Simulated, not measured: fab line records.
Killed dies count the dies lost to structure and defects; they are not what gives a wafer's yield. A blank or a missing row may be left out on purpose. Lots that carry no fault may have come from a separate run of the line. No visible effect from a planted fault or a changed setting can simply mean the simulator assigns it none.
Chamber matching + flow nand harc + 3 sister chambers for NHARC_A_CONTACT_DEP_24 on pecvd-03
The step deposits SiO2, target thk 500 nm. 6 wafers are shown with their chamber, then 8 later ones without.

== WAFERS WITH THEIR CHAMBER ==
| wafer  | chamber | throttle valve pct (%) | heater power w (W) |
|--------|---------|------------------------|--------------------|
| L079.6 | 0       | 15.9                   | 408                |
| L080.5 | 2       | 16.2                   | 641                |
| L083.1 | 2       | 16.5                   | 594                |
| L083.2 | 1       | 15.6                   | 586                |
| L083.6 | 0       | 16.2                   | 405                |
| L090.2 | 1       | 15.3                   | 624                |

== WAFERS WITH NO CHAMBER GIVEN ==
| wafer  | throttle valve pct (%) | heater power w (W) |
|--------|------------------------|--------------------|
| L090.4 | 16.3                   | 425                |
| L090.5 | 16.5                   | 576                |
| L092.1 | 15.3                   | 424                |
| L092.3 | 15.7                   | 603                |
| L092.6 | 15.7                   | 609                |
| L096.2 | 15.3                   | 332                |
| L096.3 | 15.5                   | 659                |
| L096.4 | 15.2                   | 357                |

== EACH ONE'S CHAMBER ==
| wafer  | from the rows above     | in truth |
|--------|-------------------------|----------|
| L090.4 | 0                       | 0        |
| L090.5 | 2                       | 2        |
| L092.1 | 0                       | 0        |
| L092.3 | can't be placed: 1 or 2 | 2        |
| L092.6 | can't be placed: 1 or 2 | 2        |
| L096.2 | 0                       | 0        |
| L096.3 | 1                       | 1        |
| L096.4 | 0                       | 0        |
6 of 8 placed correctly. From these rows, 2 cannot be placed; in 2 the true chamber is one of the candidates. Placed wrongly: 0.
How it was worked out, from the rows above alone: a wafer's distance from a chamber is the root of the sum, over the readings, of the square of ((its reading less the chamber's mean) divided by the reading's scatter). The wafer belongs to the nearest chamber; if the next one is less than 2 further off, it can't be placed. For every chamber, the mean is computed from those of its wafers that are shown. How the scatter is found: for the shown wafers, subtract from each reading the mean of its chamber, square and add these, divide the total by (wafers less chambers), then take the root.
